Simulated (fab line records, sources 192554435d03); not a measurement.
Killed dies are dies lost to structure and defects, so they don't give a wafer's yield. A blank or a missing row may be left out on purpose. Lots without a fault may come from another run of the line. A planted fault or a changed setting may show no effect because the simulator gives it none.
A struck lot beside a sound one | flow n5_finfet | 29 steps out of a route of 1938
Sound: wafers L504.1, L504.2, L504.6. Struck: wafers L502.1, L502.3, L502.4. The cause comes at the end.
At each step with rows: each side's tool, then ch and its chambers, then its first start. Under that, the readings that differ: sound wafers | struck wafers | difference of the means | sigmas: that difference in standard deviations of wafers without a fault.
alike: readings whose means differ by less than 2 such deviations, and words and numbers that are the same on both sides. not compared: withheld readings, readings that some wafer has no value for, bounds like >300 that may hide the same value, and numbers for which the record gives no deviation and whose values overlap.
The two part at a step that has a row with sigmas, a row that says differs or no value, or rows on one side only. Numbers that don't overlap but have no deviation are shown without sigmas and don't part them. A reading that every wafer of one side lacks parts them only if that side has two wafers or more.

first, 11 steps without rows for these wafers: N5_BEOL_M3_SPUTTER_92 (material Cu, target thk 4.5 nm, time 8.29 s); N5_BEOL_M3_ANNEAL_93 (time 240 s); N5_BEOL_M3_SPUTTER_94 (material Cu, target thk 4.5 nm, time 8.29 s); N5_BEOL_M3_ANNEAL_95 (time 240 s); N5_BEOL_M3_SPUTTER_96 (material Cu, target thk 4.5 nm, time 8.29 s); N5_BEOL_M3_ECD_50 (material Cu, target thk 300 nm); N5_BEOL_M3_ANNEAL_51 (time 90 s); N5_BEOL_M3_CMP_52 (polishes, stops on SiOC, t overpolish 6.8 s, target thk 40 nm); N5_BEOL_M3_PRE_CLEAN_60 (time 15 s); N5_BEOL_M3_CO_CAP_55 (material Co, precursor CCTBA/H2, target thk 2 nm, time 102.1 s); N5_BEOL_M3_PRE_CLEAN_56 (time 15 s).
N5_BEOL_M3_DEP_57: deposits SiCN from 3MS/NH3, target thk 8 nm, time 14 s.
  sound on pecvd-04 ch 0,1,2, day 14 21:43; struck on pecvd-02 ch 1,2, day 13 00:04
  alike: rf_fwd_power_W, showerhead_plenum_p_Torr, throttle_valve_pct
N5_BEOL_M3_INSPECT_59: inspects for defects (darkfield).
  sound on defect_inspect-01, day 14 21:48; struck on defect_inspect-01, day 13 00:10
  reading          | sound    | struck      | difference | sigmas
  raw_defect_count | 39 65 59 | 669 644 663 | +604       | +22
then, 12 steps without rows for these wafers: N5_BEOL_M4_ILD_DEP_00 (deposits SiOC from DEMS/O2, target thk 79 nm, time 15.3 s); N5_BEOL_M4_PECVD_72 (deposits SiO2 from TEOS/O2, target thk 16 nm, time 18 s); N5_BEOL_M4_HM_DEP_02 (deposits TiN, target thk 20 nm); N5_BEOL_M4_COAT_61 (time 60 s, resist thk 60 nm); N5_BEOL_M4_COAT_62 (time 60 s, resist thk 12 nm); N5_BEOL_M4_COAT_73 (time 60 s, resist thk 5 nm); N5_BEOL_M4_COAT_05 (resist thk 30 nm); N5_BEOL_M4_EBR_07; N5_BEOL_M4_SOFTBAKE_06 (time 60 s); N5_BEOL_M4_EXPOSE_08 (exposes mask M4); N5_BEOL_M4_PEB_09 (peb time 60 s); N5_BEOL_M4_DEVELOP_10 (develop time 30 s).
N5_BEOL_M4_INSPECT_13: inspects for defects (brightfield).
  sound on defect_inspect-02, day 14 22:57; struck on defect_inspect-01, day 13 04:16
  reading          | sound       | struck         | difference | sigmas
  raw_defect_count | 345 410 535 | 1036 1010 1134 | +630       | +7
then, 1 step without rows for these wafers: N5_BEOL_M4_DESCUM_16 (chemistry O2, time 7 s).
N5_BEOL_M4_RC_MEAS_101:
  sound on prober-01 ch 0, day 15 12:07; struck on prober-02 ch 0, day 14 04:17
  alike: DIBL_N, DIBL_P, IOFF_N, IOFF_P, ION_N, ION_P, SS_N, SS_P, VT_N, VT_P
-- the record jumps here: 4 days lie between the struck wafers' starts before and after (it left off in module BEOL_M4 and takes up again in module PASSIVATION, whose first step shown is number 1936 of the route) --
N5_PASSIVATION_PROBE_49:
  the record has rows for the struck wafers here (prober-01, day 18 09:44) and none for the sound ones

WHERE THEY PART
First at N5_BEOL_M3_INSPECT_59; last, within this record, at N5_PASSIVATION_PROBE_49.

WHY: what the simulator had put in
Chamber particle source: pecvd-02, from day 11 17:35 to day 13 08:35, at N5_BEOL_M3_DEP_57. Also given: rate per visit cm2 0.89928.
